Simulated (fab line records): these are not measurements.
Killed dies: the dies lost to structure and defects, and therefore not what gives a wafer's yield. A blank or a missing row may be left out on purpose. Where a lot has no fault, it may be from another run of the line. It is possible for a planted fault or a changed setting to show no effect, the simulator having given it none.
fab line records	flow nand_harc
record lots=12	wafers=36	last_day=26
route steps=1159 shown A_STAIRCASE@741 A_SGD_CUT@761 END@1159
lots untouched by any fault: they come from a run of this same line in which no faults occurred
start_h: hours from the record's opening day to when the first of the lot's shown wafers began	wait_h: hours since the lot's step before	" identical to the entry in the row above	L1.1+2: a single row standing in for several wafers	- either no value or no given start	* or withheld: withheld	< > ~ a bound
route shown NAME@n: NAME is a module with steps in the file, n the number in the route of the first one	usual: mean/standard deviation taken from wafers without a fault	same: alike in all rows	chamber/n: place in a boat	sites: the reading at each site	_std_site: their standard deviation	_edge_site: outer sites' mean less inner sites'	radius_mm: for every site, how far away it sits from the centre of the wafer	mask NAME#n: copy n	behind: the most recent tool/chamber to have shaped the wafer	hold: cause of the lot's hold/its duration in hours/its outcome	device: transistor that didn't switch, given as n, p or np	end of line: tests of these same wafers at the route's end	for a step that has no rows: nothing shown but its recipe	killed: not the wafer's yield, but the dies lost to structure and defects at the first sort	map: dies across one wafer; x = killed, . = not, _ = none there
set.NAME: the setting that was run; set.NAME@STEP: the one run at that earlier step	model.NAME: the simulator's own value behind a step, which no gauge read
a sample of lots followed through the steps of the route, with each step as a table and each wafer as a row
services: when a tool's chamber went out of use (start_h, in hours from the record's first day, below 0 if earlier), for how many hours, and the reason
## steps
# step NHARC_A_STAIRCASE_STRIP_475
# recipe time_s=20	o2_flow_sccm=500	ar_flow_sccm=0	bias_w=0	chemistry=O2
# usual drypump_motor_current_A=5.9/0.5	oes_product_au=1.000/0.0089	rf_vpp_V=57.8/1	showerhead_plenum_p_Torr=3.51/0.16	throttle_valve_pct=17.036/0.0096
lot.wafer	tool	chamber	start_h	wait_h	drypump_motor_current_A	oes_product_au	rf_hours_counter_h	rf_vpp_V	showerhead_plenum_p_Torr	throttle_valve_pct
L491.4	rie_diel-11	0	-	-	6.2	1.006	44	58.0	3.27	17.029
L491.3	"	1	"	"	5.3	0.991	44	57.4	3.65	17.050
L491.5	"	0	"	"	6.2	1.007	-	56.6	3.27	17.051
L495.1	rie_diel-11	1	-	-	5.3	0.993	51	57.1	3.64	17.055
L495.4	"	2	"	"	5.5	1.005	34	58.8	3.40	17.044
L495.2	"	3	"	"	6.5	1.007	50	56.2	3.42	17.030
L497.2	rie_diel-11	2	-	-	5.5	0.996	42	57.2	3.39	17.042
L497.3	"	0	"	"	6.2	0.991	59	57.3	3.27	17.038
L497.5	"	3	"	"	6.5	0.997	-	56.9	3.41	17.036
L499.3	rie_diel-12	3	-	-	5.9	0.975	54	57.2	3.41	17.029
L499.6	"	0	"	"	6.7	1.003	-	57.6	3.47	17.021
L499.5	"	1	"	"	5.3	0.994	-	57.3	3.58	17.047
L500.4	rie_diel-11	0	-	-	6.2	1.019	65	57.0	3.26	17.026
L500.3	"	1	"	"	5.3	1.000	65	55.6	3.63	17.036
L500.2	"	2	"	"	5.5	1.000	49	57.4	3.39	17.049
L503.3	rie_diel-11	0	-	-	6.2	1.006	6	59.3	3.80	17.029
L503.2	"	2	"	"	5.5	1.012	6	57.4	3.39	17.035
L503.6	"	1	"	"	5.3	1.004	-	57.2	3.63	17.049
L505.2	rie_diel-02	2	-	-	5.4	1.003	26	57.1	3.79	17.025
L505.1	"	3	"	"	6.2	0.994	27	56.5	3.64	17.042
L505.5	"	3	"	"	6.2	0.995	-	58.2	3.64	17.043
L507.2	rie_diel-12	1	-	-	5.4	1.005	7	58.2	3.58	17.050
L507.6	"	1	"	"	5.4	1.002	-	59.3	3.58	17.035
L507.5	"	2	"	"	5.6	0.991	-	58.1	3.36	17.025
L510.2	rie_diel-02	3	-	-	6.2	0.987	37	58.7	3.64	17.018
L510.1	"	1	"	"	6.7	1.003	33	57.6	3.44	17.029
L510.5	"	2	"	"	5.4	0.997	-	58.3	3.79	17.041
L511.1	rie_diel-11	3	431.59	0.1	6.4	1.005	22	57.7	3.40	17.036
L511.3	"	0	"	"	6.2	1.000	22	57.5	3.80	17.051
L511.2	"	1	"	"	5.3	0.980	23	58.1	3.62	17.030
L513.2	rie_diel-02	1	-	-	6.7	0.999	44	58.9	3.44	17.040
L513.3	"	2	"	"	5.4	0.997	49	59.1	3.78	17.046
L513.6	"	1	"	"	6.7	1.002	-	59.2	3.44	17.042
L514.2	rie_diel-12	1	458.47	0.1	5.4	1.015	25	58.3	3.57	17.030
L514.4	"	1	"	"	5.4	1.014	-	57.8	3.57	17.030
L514.6	"	3	"	"	5.9	0.995	-	57.5	3.40	17.023
# step NHARC_A_SGD_CUT_DESCUM_14
# recipe time_s=3	o2_flow_sccm=200	ar_flow_sccm=0	bias_power_w=0	chemistry=O2
# usual drypump_motor_current_A=5.9/0.48	oes_product_au=1.004/0.01	rf_vpp_V=57.8/0.96	showerhead_plenum_p_Torr=1.95/0.093	throttle_valve_pct=11.312/0.0086
lot.wafer	tool	chamber	start_h	wait_h	drypump_motor_current_A	oes_product_au	rf_hours_counter_h	rf_vpp_V	showerhead_plenum_p_Torr	throttle_valve_pct
L491.3	rie_diel-06	2	310.86	0.1	6.0	1.004	5	58.4	1.90	11.309
L491.4	"	1	"	"	5.4	1.000	5	58.6	1.99	11.319
L491.5	"	2	"	"	6.0	1.001	-	58.2	1.90	11.306
L495.1	rie_diel-13	0	323.21	0.1	5.3	0.992	2	57.6	1.80	11.298
L495.4	"	1	"	"	6.1	0.996	2	57.3	1.92	11.300
L495.2	"	2	"	"	5.8	1.005	1	56.0	1.80	11.336
L497.2	rie_diel-05	3	349.78	0.1	6.4	1.018	0	57.8	2.05	11.304
L497.3	"	0	"	"	5.2	1.002	0	58.0	1.78	11.317
L497.5	"	3	"	"	6.4	1.009	-	59.3	2.05	11.314
L499.3	rie_diel-13	2	362.97	0.1	5.7	1.004	-	56.3	1.80	11.308
L499.5	"	3	"	"	5.1	0.982	-	58.8	2.05	11.316
L499.6	"	2	"	"	5.8	0.997	-	57.0	1.80	11.301
L500.4	rie_diel-05	1	363.18	0.1	5.9	1.001	2	57.6	1.93	11.319
L500.2	"	2	"	"	6.3	0.988	2	59.3	2.03	11.310
L500.3	"	3	"	"	6.4	1.012	2	57.8	2.05	11.325
L503.2	rie_diel-05	1	388.25	0.1	5.9	1.009	5	57.7	1.93	11.321
L503.3	"	2	"	"	6.3	0.997	5	57.3	2.03	11.302
L503.6	"	0	"	"	5.2	1.011	-	56.9	1.78	11.311
L505.1	rie_diel-05	2	400.85	0.1	6.3	1.004	6	58.1	2.03	11.315
L505.2	"	3	"	"	6.4	1.019	5	57.3	2.05	11.318
L505.5	"	3	"	"	6.4	1.022	-	56.8	2.05	11.328
L507.2	rie_diel-05	2	407.31	0.1	6.4	1.005	7	58.1	2.03	11.308
L507.5	"	3	"	"	6.3	1.011	-	57.4	2.05	11.316
L507.6	"	0	"	"	5.2	1.017	-	56.2	1.78	11.305
L510.2	rie_diel-05	3	432.86	0.1	6.4	1.010	9	58.4	2.05	11.318
L510.1	"	2	"	"	6.3	0.992	11	59.0	2.03	11.296
L510.5	"	3	"	"	6.4	1.014	-	57.9	2.05	11.323
L511.2	rie_diel-06	1	433.20	0.1	5.4	1.007	0	55.4	1.98	11.317
L511.3	"	2	"	"	6.0	1.001	0	57.2	1.90	11.309
L511.1	"	3	"	"	6.3	0.986	0	58.9	1.99	11.310
L513.2	rie_diel-05	2	459.21	0.1	6.3	1.006	14	58.3	2.03	11.303
L513.3	"	0	"	"	5.2	1.026	12	56.2	1.77	11.319
L513.6	"	1	"	"	5.8	1.001	-	57.1	1.93	11.308
L514.4	rie_diel-05	3	460.22	0.1	6.4	1.018	13	57.2	2.05	11.306
L514.2	"	1	"	"	5.8	1.004	14	58.7	1.93	11.325
L514.6	"	3	"	"	6.4	1.009	-	57.4	2.05	11.310
# step NHARC_A_SGD_CUT_ETCH_15
# recipe target_depth_a=750	time_s=64.3	ch3f_flow_sccm=50	o2_flow_sccm=30	ar_flow_sccm=200	rf_w=500	bias_w=100	chemistry=CH3F/O2
# usual bias_w=99.97/0.28	ch3f_flow_sccm=49.99/0.16	drypump_motor_current_A=5.9/0.47	oes_product_au=0.965/0.02	rf_vpp_V=264.4/2	showerhead_plenum_p_Torr=2.50/0.11	throttle_valve_pct=20.662/0.0096
lot.wafer	tool	chamber	start_h	wait_h	bias_w	ch3f_flow_sccm	drypump_motor_current_A	oes_product_au	rf_hours_counter_h	rf_vpp_V	showerhead_plenum_p_Torr	throttle_valve_pct
L491.4	rie_diel-06	2	311.35	-	99.89	49.66	6.0	0.967	6	263.4	2.44	20.658
L491.3	"	3	"	"	99.84	50.08	6.3	0.971	5	265.0	2.56	20.673
L491.5	"	0	"	"	100.30	50.27	6.4	0.996	-	263.9	2.48	20.670
L495.4	rie_diel-13	0	323.69	-	99.81	49.95	5.3	0.945	2	261.5	2.32	20.653
L495.2	"	1	"	"	99.52	50.15	6.1	0.968	2	263.2	2.46	20.657
L495.1	"	2	"	"	100.51	50.11	5.8	0.967	2	260.5	2.31	20.671
L497.2	rie_diel-05	0	350.25	-	99.58	50.01	5.2	0.982	0	259.3	2.29	20.668
L497.3	"	1	"	"	100.03	49.97	5.8	0.982	0	264.5	2.48	20.642
L497.5	"	1	"	"	100.30	50.02	5.8	0.984	-	262.4	2.48	20.650
L499.3	rie_diel-13	2	363.69	-	99.82	49.69	5.8	0.964	-	260.7	2.31	20.677
L499.5	"	2	"	"	99.73	49.95	5.8	0.963	-	260.8	2.31	20.668
L499.6	"	3	"	"	100.16	49.98	5.1	0.945	-	265.2	2.63	20.667
L500.2	rie_diel-05	0	363.71	-	100.28	50.09	5.2	0.972	2	262.6	2.29	20.677
L500.4	"	1	"	"	99.99	50.14	5.9	0.962	2	263.1	2.48	20.652
L500.3	"	3	"	"	99.76	49.94	6.4	0.988	2	265.8	2.63	20.672
L503.3	rie_diel-05	1	388.74	-	100.43	50.05	5.8	0.964	6	264.9	2.48	20.670
L503.2	"	2	"	"	99.75	50.10	6.3	0.987	5	266.5	2.61	20.658
L503.6	"	3	"	"	100.12	49.95	6.4	0.994	-	267.4	2.63	20.673
L505.1	rie_diel-05	3	401.34	-	-	-	-	-	-	-	-	-
L505.2	"	1	"	"	-	-	-	-	-	-	-	-
L505.5	"	2	"	"	-	-	-	-	-	-	-	-
L507.2	rie_diel-05	0	407.78	-	-	-	-	-	-	-	-	-
L507.5	"	1	"	"	-	-	-	-	-	-	-	-
L507.6	"	2	"	"	-	-	-	-	-	-	-	-
L510.2	rie_diel-05	2	433.41	-	100.36	49.89	6.3	0.975	11	266.1	2.61	20.658
L510.1	"	3	"	"	99.99	50.34	6.4	0.969	9	266.7	2.63	20.653
L510.5	"	1	"	"	100.46	50.30	5.8	0.972	-	264.7	2.48	20.658
L511.3	rie_diel-06	0	433.71	-	99.63	50.02	6.4	0.983	1	263.0	2.48	20.642
L511.1	"	1	"	"	99.68	50.20	5.4	0.975	1	263.8	2.55	20.641
L511.2	"	2	"	"	100.01	49.97	6.0	0.974	1	264.7	2.44	20.674
L513.2	rie_diel-05	0	459.70	-	99.48	50.07	5.2	0.995	12	262.6	2.29	20.663
L513.3	"	1	"	"	100.25	49.95	5.8	0.960	14	263.5	2.47	20.651
L513.6	"	3	"	"	100.15	50.01	6.4	0.986	-	265.5	2.63	20.654
L514.4	rie_diel-05	2	460.70	-	99.96	50.04	6.4	0.958	15	265.3	2.60	20.663
L514.2	"	0	"	"	100.17	49.89	5.2	0.962	13	261.0	2.29	20.653
L514.6	"	2	"	"	99.84	50.04	6.3	0.961	-	266.1	2.60	20.656
# step NHARC_A_SGD_CUT_CMP_21
# recipe target_thk_nm=148.19
# usual motor_current_A=12.2/1.2	pad_life_wafers=295/140	time_to_endpoint_s=48/3.4
lot.wafer	tool	chamber	start_h	wait_h	motor_current_A	pad_life_wafers	time_to_endpoint_s
L491.4	cmp-03	1	317.56	0.4	12.6	258	56
L491.3	"	2	"	"	12.6	259	58
L491.5	"	2	"	"	12.7	-	58
L495.1	cmp-01	0	328.15	0.5	12.6	210	46
L495.2	"	2	"	"	11.5	212	47
L495.4	"	3	"	"	11.4	213	48
L497.2	cmp-03	2	355.15	0.4	13.3	494	53
L497.3	"	3	"	"	10.5	495	51
L497.5	"	0	"	"	12.5	-	46
L500.2	cmp-04	2	368.39	0.5	11.3	330	44
L500.4	"	0	"	"	14.2	332	48
L500.3	"	1	"	"	12.2	333	41
L499.3	cmp-01	0	368.45	0.5	11.9	432	42
L499.6	"	0	"	"	10.9	-	43
L499.5	"	1	"	"	11.4	-	48
L503.3	cmp-04	3	392.82	0.5	15.4	486	41
L503.2	"	1	"	"	11.9	488	44
L503.6	"	3	"	"	14.6	-	44
L505.2	cmp-01	2	413.14	0.4	11.9	133	55
L505.1	"	3	"	"	11.8	134	50
L505.5	"	1	"	"	10.5	-	52
L507.2	cmp-03	1	413.16	0.4	12.6	228	50
L507.5	"	1	"	"	12.2	-	50
L507.6	"	2	"	"	12.7	-	53
L510.1	cmp-01	2	438.65	0.4	11.5	288	49
L510.2	"	1	"	"	11.1	291	50
L510.5	"	3	"	"	12.0	-	48
L511.1	cmp-03	2	438.65	0.4	13.2	396	50
L511.3	"	3	"	"	9.5	397	49
L511.2	"	1	"	"	12.7	399	50
L513.3	cmp-01	2	466.65	0.4	12.0	432	47
L513.2	"	0	"	"	11.9	434	47
L513.6	"	2	"	"	12.1	-	48
L514.4	cmp-01	0	466.79	0.5	12.3	438	42
L514.2	"	1	"	"	11.1	439	46
L514.6	"	0	"	"	12.2	-	41
# step NHARC_END_SORT_01
# recipe temp_c=25
# usual killed_at_array=27/11	killed_at_other=0.6/1	killed_at_periphery=3.0/2.1	killed_dies=31/12	killed_open=3.2/1.7	killed_short=1.7/1.4
# same gross_dies=677
lot.wafer	tool	chamber	start_h	wait_h	hold	killed_at_array	killed_at_other	killed_at_periphery	killed_dies	killed_open	killed_short
L491.3	prober-01	0	462.26	3.1	-	23	1	1	25	4	1
L491.4	prober-01	0	463.04	3.3	-	23	0	2	25	3	1
L491.5	prober-01	0	463.83	3.6	-	21	1	1	23	2	1
L495.1	prober-02	0	476.48	2.6	-	19	2	2	23	4	1
L495.2	prober-02	0	477.26	2.8	-	30	0	2	32	5	0
L495.4	prober-02	0	478.82	3.4	-	27	3	4	34	4	2
L497.2	prober-01	0	483.06	2.8	-	20	0	4	24	4	4
L497.3	prober-01	0	483.86	3.1	-	14	0	0	14	0	1
L497.5	prober-01	0	485.46	3.7	-	21	0	2	23	2	1
L500.2	prober-02	0	490.00	2.8	-	32	0	2	34	7	0
L500.3	prober-02	0	490.79	3.1	-	24	0	1	25	3	2
L500.4	prober-02	0	491.58	3.4	-	25	1	2	28	2	2
L499.3	prober-02	0	506.19	3.0	-	29	1	3	33	2	3
L499.5	prober-02	0	507.76	3.6	-	28	0	7	35	3	3
L499.6	prober-02	0	508.54	3.9	-	27	0	3	30	2	1
L503.2	prober-01	0	520.03	2.8	-	42	0	4	46	4	1
L503.3	prober-01	0	520.85	3.1	-	35	0	3	38	0	0
L503.6	prober-01	0	523.29	4.1	-	46	0	5	51	4	5
L505.1	prober-02	0	540.05	2.5	await_dispo/4.4h/scrap	672	0	5	677	4	3
L505.2	prober-02	0	540.85	2.8	await_dispo/4.4h/scrap	673	1	3	677	6	2
L505.5	prober-02	0	543.24	3.7	await_dispo/4.4h/scrap	674	1	2	677	7	1
L507.2	prober-01	0	540.81	2.8	await_dispo/5.8h/scrap	672	4	1	677	1	2
L507.5	prober-01	0	543.24	3.7	await_dispo/5.8h/scrap	670	3	4	677	4	2
L507.6	prober-01	0	544.05	4.0	await_dispo/5.8h/scrap	670	2	5	677	0	1
L511.1	prober-01	0	564.35	2.5	-	49	0	6	55	5	1
L511.2	prober-01	0	565.16	2.8	-	50	1	2	53	2	3
L511.3	prober-01	0	565.97	3.1	-	45	0	5	50	6	2
L510.1	prober-02	0	566.54	2.5	-	25	0	3	28	2	3
L510.2	prober-02	0	567.35	2.8	-	27	0	4	31	6	2
L510.5	prober-02	0	569.75	3.7	-	27	0	2	29	3	1
L513.2	prober-02	0	588.77	2.8	-	19	1	2	22	6	1
L513.3	prober-02	0	589.56	3.1	-	23	4	1	28	0	2
L513.6	prober-02	0	591.92	3.9	-	26	3	2	31	6	0
L514.2	prober-02	0	619.87	2.8	-	29	2	1	32	2	3
L514.4	prober-02	0	621.46	3.4	-	19	2	2	23	2	1
L514.6	prober-02	0	623.05	4.0	-	19	0	2	21	2	3
# killed by level:class
L491.3 A_CHANNEL_HOLE_D1:chamber_film_flake=10 A_SLIT:chamber_film_flake=3 A_CHANNEL_FILL_D1:chamber_film_flake=3 A_CHANNEL_FILL_D1:geometric_particle:open=2 A_ONON_D1:geometric_particle:open=1 A_CONTACT:geometric_particle:open=1 A_M1:geometric_particle:short=1 P_STI:chamber_film_flake=1
L491.4 A_CHANNEL_HOLE_D1:chamber_film_flake=12 A_CHANNEL_FILL_D1:chamber_film_flake=6 A_CONTACT:chamber_film_flake=2 P_CONTACT:geometric_particle:open=1 P_M0:geometric_particle:open=1 A_SGD_CUT:geometric_particle:short=1 A_SGD_CUT:geometric_particle:open=1 A_SLIT:chamber_film_flake=1
L491.5 A_CHANNEL_HOLE_D1:chamber_film_flake=12 A_CHANNEL_FILL_D1:chamber_film_flake=2 A_STAIRCASE:chamber_film_flake=2 A_CHANNEL_FILL_D1:geometric_particle:open=1 A_SGD_CUT:geometric_particle:open=1 A_CONTACT:geometric_particle:short=1 P_ZERO_WELL:chamber_film_flake=1 A_SLIT:chamber_film_flake=1
L495.1 A_SLIT:chamber_film_flake=8 A_CHANNEL_HOLE_D1:chamber_film_flake=5 A_CONTACT:geometric_particle:open=2 HYBRID_BOND:chamber_film_flake=2 P_M0:geometric_particle:short=1 P_M0:geometric_particle:open=1 A_WL_FILL:geometric_particle:open=1 A_STAIRCASE:chamber_film_flake=1
L495.2 A_CHANNEL_HOLE_D1:chamber_film_flake=11 A_SLIT:chamber_film_flake=9 A_STAIRCASE:chamber_film_flake=4 A_CONTACT:geometric_particle:open=3 A_CONTACT:chamber_film_flake=3 P_CONTACT:geometric_particle:open=2
L495.4 A_SLIT:chamber_film_flake=12 A_CHANNEL_HOLE_D1:chamber_film_flake=11 P_GATE:geometric_particle:open=2 HYBRID_BOND:chamber_film_flake=2 P_GATE:geometric_particle:short=1 P_M0:geometric_particle:open=1 A_CHANNEL_FILL_D1:geometric_particle:open=1 A_CONTACT:geometric_particle:short=1
L497.2 A_SGD_CUT:chamber_film_flake=8 A_SLIT:chamber_film_flake=3 A_WL_FILL:chamber_film_flake=2 P_CONTACT:geometric_particle:open=1 P_M0:geometric_particle:short=1 A_ONON_D1:geometric_particle:short=1 A_CHANNEL_FILL_D1:geometric_particle:short=1 A_CHANNEL_FILL_D1:geometric_particle:open=1
L497.3 A_SGD_CUT:chamber_film_flake=6 A_CHANNEL_HOLE_D1:chamber_film_flake=4 A_STAIRCASE:chamber_film_flake=3 A_CHANNEL_HOLE_D1:geometric_particle:short=1
L497.5 A_SGD_CUT:chamber_film_flake=9 A_CHANNEL_HOLE_D1:chamber_film_flake=5 A_SLIT:chamber_film_flake=2 P_CONTACT:geometric_particle:open=1 A_WL_FILL:geometric_particle:short=1 A_CONTACT:geometric_particle:open=1 P_GATE:chamber_film_flake=1 A_STAIRCASE:chamber_film_flake=1
L500.2 A_CHANNEL_HOLE_D1:chamber_film_flake=15 A_CONTACT:chamber_film_flake=7 A_STAIRCASE:chamber_film_flake=4 A_M0:geometric_particle:open=3 A_CONTACT:geometric_particle:open=2 P_M0:geometric_particle:open=1 A_CHANNEL_FILL_D1:geometric_particle:open=1 P_CONTACT:chamber_film_flake=1
L500.3 A_CHANNEL_HOLE_D1:chamber_film_flake=11 A_CONTACT:chamber_film_flake=6 A_CHANNEL_HOLE_D1:geometric_particle:short=2 A_STAIRCASE:chamber_film_flake=2 A_CHANNEL_FILL_D1:geometric_particle:open=1 A_CONTACT:geometric_particle:open=1 A_BLC:geometric_particle:open=1 P_GATE:chamber_film_flake=1
L500.4 A_CHANNEL_HOLE_D1:chamber_film_flake=12 A_STAIRCASE:chamber_film_flake=7 A_CONTACT:chamber_film_flake=2 P_M0:geometric_particle:short=1 A_BLC:geometric_particle:open=1 A_M0:geometric_particle:short=1 A_M1:geometric_particle:open=1 P_BONDPAD:chamber_film_flake=1
L499.3 A_SLIT:chamber_film_flake=16 A_STAIRCASE:chamber_film_flake=3 A_CHANNEL_FILL_D1:chamber_film_flake=2 P_GATE:geometric_particle:short=1 A_SOURCE_PLATE:geometric_particle:open=1 A_CHANNEL_HOLE_D1:geometric_particle:short=1 A_WL_FILL:geometric_particle:short=1 A_M0:geometric_particle:open=1
L499.5 A_SLIT:chamber_film_flake=15 A_CONTACT:chamber_film_flake=5 A_CHANNEL_HOLE_D1:chamber_film_flake=4 P_ZERO_WELL:chamber_film_flake=2 A_STAIRCASE:chamber_film_flake=2 P_CONTACT:geometric_particle:short=1 P_M0:geometric_particle:open=1 P_M0:geometric_particle:short=1
L499.6 A_SLIT:chamber_film_flake=11 A_CHANNEL_HOLE_D1:chamber_film_flake=4 A_STAIRCASE:chamber_film_flake=4 A_ZERO_WELL:chamber_film_flake=3 A_WL_FILL:chamber_film_flake=2 P_CONTACT:geometric_particle:short=1 A_CHANNEL_HOLE_D1:geometric_particle:open=1 A_M0:geometric_particle:open=1
L503.2 A_SLIT:chamber_film_flake=14 A_CHANNEL_HOLE_D1:chamber_film_flake=13 A_CONTACT:chamber_film_flake=6 P_GATE:chamber_film_flake=4 A_STAIRCASE:chamber_film_flake=3 A_ONON_D1:geometric_particle:open=2 A_CHANNEL_FILL_D1:geometric_particle:open=1 A_CONTACT:geometric_particle:open=1
L503.3 A_SLIT:chamber_film_flake=17 A_CHANNEL_HOLE_D1:chamber_film_flake=10 A_STAIRCASE:chamber_film_flake=5 A_CONTACT:chamber_film_flake=3 P_GATE:chamber_film_flake=2 P_ZERO_WELL:chamber_film_flake=1
L503.6 A_CHANNEL_HOLE_D1:chamber_film_flake=18 A_SLIT:chamber_film_flake=13 A_STAIRCASE:chamber_film_flake=4 A_CONTACT:chamber_film_flake=4 A_WL_FILL:geometric_particle:short=2 P_GATE:chamber_film_flake=2 P_CONTACT:geometric_particle:short=1 P_M0:geometric_particle:open=1
L505.1 A_SGD_CUT:area_etch=650 A_CHANNEL_HOLE_D1:chamber_film_flake=11 A_CONTACT:chamber_film_flake=4 P_CONTACT:geometric_particle:open=3 A_SLIT:chamber_film_flake=2 P_M1:geometric_particle:short=1 A_SGD_CUT:geometric_particle:short=1 A_WL_FILL:geometric_particle:short=1
L507.2 A_SGD_CUT:area_etch=624 A_SLIT:chamber_film_flake=22 A_STAIRCASE:chamber_film_flake=11 A_CHANNEL_HOLE_D1:chamber_film_flake=6 A_CONTACT:chamber_film_flake=6 THIN_TSV:chamber_film_flake=4 A_ONON_D1:geometric_particle:short=1 A_CHANNEL_HOLE_D1:geometric_particle:short=1
L505.2 A_SGD_CUT:area_etch=641 A_CHANNEL_HOLE_D1:chamber_film_flake=19 A_CONTACT:chamber_film_flake=3 P_M0:geometric_particle:open=2 A_SOURCE_PLATE:geometric_particle:open=2 A_CONTACT:geometric_particle:open=2 A_STAIRCASE:chamber_film_flake=2 A_SLIT:chamber_film_flake=2
L507.5 A_SGD_CUT:area_etch=630 A_SLIT:chamber_film_flake=18 A_STAIRCASE:chamber_film_flake=10 A_CHANNEL_HOLE_D1:chamber_film_flake=9 THIN_TSV:chamber_film_flake=3 P_GATE:geometric_particle:open=2 P_CONTACT:geometric_particle:short=1 A_ONON_D1:geometric_particle:short=1
L505.5 A_SGD_CUT:area_etch=645 A_CHANNEL_HOLE_D1:chamber_film_flake=17 A_STAIRCASE:chamber_film_flake=3 P_M0:geometric_particle:open=2 A_CONTACT:chamber_film_flake=2 A_SOURCE_PLATE:geometric_particle:open=1 A_WL_FILL:geometric_particle:short=1 A_CONTACT:geometric_particle:open=1
L507.6 A_SGD_CUT:area_etch=634 A_SLIT:chamber_film_flake=19 A_STAIRCASE:chamber_film_flake=8 A_CHANNEL_HOLE_D1:chamber_film_flake=6 P_STI:chamber_film_flake=3 P_GATE:chamber_film_flake=2 A_CONTACT:chamber_film_flake=2 THIN_TSV:chamber_film_flake=2
L511.1 A_SLIT:chamber_film_flake=20 A_CHANNEL_HOLE_D1:chamber_film_flake=10 A_STAIRCASE:chamber_film_flake=10 A_CONTACT:chamber_film_flake=6 P_M2:geometric_particle:open=2 A_SGD_CUT:chamber_film_flake=2 P_GATE:geometric_particle:open=1 P_CONTACT:geometric_particle:short=1
L511.2 A_SLIT:chamber_film_flake=17 A_CHANNEL_HOLE_D1:chamber_film_flake=16 A_STAIRCASE:chamber_film_flake=5 A_SGD_CUT:chamber_film_flake=4 A_CONTACT:chamber_film_flake=4 P_GATE:geometric_particle:short=1 A_ONON_D1:geometric_particle:open=1 A_SGD_CUT:geometric_particle:short=1
L511.3 A_SLIT:chamber_film_flake=18 A_CHANNEL_HOLE_D1:chamber_film_flake=9 A_CONTACT:chamber_film_flake=7 A_STAIRCASE:chamber_film_flake=3 A_SGD_CUT:chamber_film_flake=3 P_GATE:geometric_particle:open=1 P_CONTACT:geometric_particle:open=1 P_M0:geometric_particle:open=1
L510.1 A_CHANNEL_HOLE_D1:chamber_film_flake=12 A_WL_FILL:chamber_film_flake=5 A_STAIRCASE:chamber_film_flake=3 P_CONTACT:geometric_particle:short=2 A_CONTACT:geometric_particle:open=2 A_CHANNEL_FILL_D1:geometric_particle:short=1 P_STI:chamber_film_flake=1 A_SLIT:chamber_film_flake=1
L510.2 A_CHANNEL_HOLE_D1:chamber_film_flake=11 A_STAIRCASE:chamber_film_flake=8 P_STI:geometric_particle:open=2 A_ONON_D1:geometric_particle:short=2 A_CONTACT:geometric_particle:open=2 A_SLIT:chamber_film_flake=2 A_WL_FILL:chamber_film_flake=2 P_CONTACT:geometric_particle:open=1
L510.5 A_CHANNEL_HOLE_D1:chamber_film_flake=14 A_WL_FILL:chamber_film_flake=3 A_CONTACT:geometric_particle:open=2 A_SLIT:chamber_film_flake=2 A_CONTACT:chamber_film_flake=2 P_GATE:geometric_particle:open=1 A_WL_FILL:geometric_particle:short=1 P_STI:chamber_film_flake=1
L513.2 A_CONTACT:geometric_particle:open=4 A_CONTACT:chamber_film_flake=4 A_CHANNEL_HOLE_D1:chamber_film_flake=3 A_WL_FILL:chamber_film_flake=3 A_STAIRCASE:chamber_film_flake=2 P_CONTACT:geometric_particle:open=1 A_ONON_D1:geometric_particle:open=1 A_BLC:geometric_particle:short=1
L513.3 A_CHANNEL_HOLE_D1:chamber_film_flake=10 A_CONTACT:chamber_film_flake=9 THIN_TSV:chamber_film_flake=4 A_STAIRCASE:chamber_film_flake=2 P_M2:geometric_particle:short=1 A_CONTACT:geometric_particle:short=1 A_SGD_CUT:chamber_film_flake=1
L513.6 A_CHANNEL_HOLE_D1:chamber_film_flake=9 A_CONTACT:chamber_film_flake=4 A_CONTACT:geometric_particle:open=3 A_STAIRCASE:chamber_film_flake=3 THIN_TSV:chamber_film_flake=3 A_ONON_D1:geometric_particle:open=2 P_STI:chamber_film_flake=2 A_SLIT:chamber_film_flake=2
L514.2 A_CHANNEL_HOLE_D1:chamber_film_flake=10 A_STAIRCASE:chamber_film_flake=9 A_CONTACT:chamber_film_flake=4 P_M0:geometric_particle:open=1 A_SOURCE_PLATE:geometric_particle:short=1 A_ONON_D1:geometric_particle:short=1 A_SGD_CUT:geometric_particle:short=1 A_WL_FILL:geometric_particle:open=1
L514.4 A_CHANNEL_HOLE_D1:chamber_film_flake=11 A_STAIRCASE:chamber_film_flake=3 A_CONTACT:chamber_film_flake=2 THIN_TSV:chamber_film_flake=2 P_CONTACT:geometric_particle:open=1 P_M0:geometric_particle:open=1 A_WL_FILL:geometric_particle:short=1 A_SLIT:chamber_film_flake=1
L514.6 A_CHANNEL_HOLE_D1:chamber_film_flake=11 A_CONTACT:chamber_film_flake=4 A_WL_FILL:geometric_particle:short=2 P_M0:geometric_particle:short=1 P_M2:geometric_particle:open=1 A_ONON_D1:geometric_particle:open=1 A_STAIRCASE:chamber_film_flake=1
## services
tool	chamber	start_h	hours	kind
rie_diel-05	0	290.93	32.6	repair
cmp-03	-	302.40	1.2	repair
rie_diel-05	1	305.71	16.6	repair
rie_diel-12	3	318.14	2.6	repair
rie_diel-13	1	333.44	30.3	repair
rie_diel-05	-	340.67	9.0	pm
rie_diel-06	2	341.90	8.8	repair
rie_diel-06	1	343.08	5.3	repair
rie_diel-06	0	353.39	3.1	repair
rie_diel-06	2	360.25	8.9	repair
rie_diel-13	0	362.54	4.0	repair
rie_diel-11	-	366.56	9.0	pm
cmp-03	-	367.63	4.0	pm
rie_diel-13	0	375.92	8.1	repair
cmp-01	-	377.21	4.0	pm
rie_diel-13	0	390.10	5.0	repair
cmp-01	-	402.32	5.7	repair
cmp-01	-	414.89	0.5	repair
rie_diel-13	-	415.69	22.2	repair
rie_diel-06	-	418.20	9.0	pm
rie_diel-11	2	431.23	15.4	repair
cmp-03	-	445.94	1.0	repair
rie_diel-13	-	453.01	9.0	pm
cmp-03	-	465.63	4.0	pm
## key
first_sign step=NHARC_A_SGD_CUT_ETCH_15	reading=tool_record	direction=missing
effect step=NHARC_END_SORT_01	reading=killed_at_array	direction=up	sigmas=56	usual=27	struck=672
more_kills_born_at NHARC_A_SGD_CUT_ETCH_15@rie_diel-05=3824
met_at NHARC_A_SGD_CUT_ETCH_15
struck_lots L505,L507
later_rows_left_out L505.1,L505.2,L505.5,L507.2,L507.5,L507.6
tester_left_out L505,L507
not_acting_at NHARC_A_STAIRCASE_STRIP_475,NHARC_A_SGD_CUT_DESCUM_14,NHARC_A_SGD_CUT_CMP_21
onset_between 388.74 401.34
fault kind=skipped_step_whole	tool=rie_diel-05	chamber=-	onset_h=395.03	steps=NHARC_A_SGD_CUT_ETCH_15	scope=struck_lots_only
# tester_left_out: of these lots the tester's yield and bins aren't shown, on N5 and GAA mostly nor the transistor test; their killed dies are dies lost to structure and defects alone, not to doping, threshold or leakage, so they don't give the yield
# later_rows_left_out: the simulator's readings of these wafers behind a module that went badly wrong aren't trusted and aren't shown, but for the sort
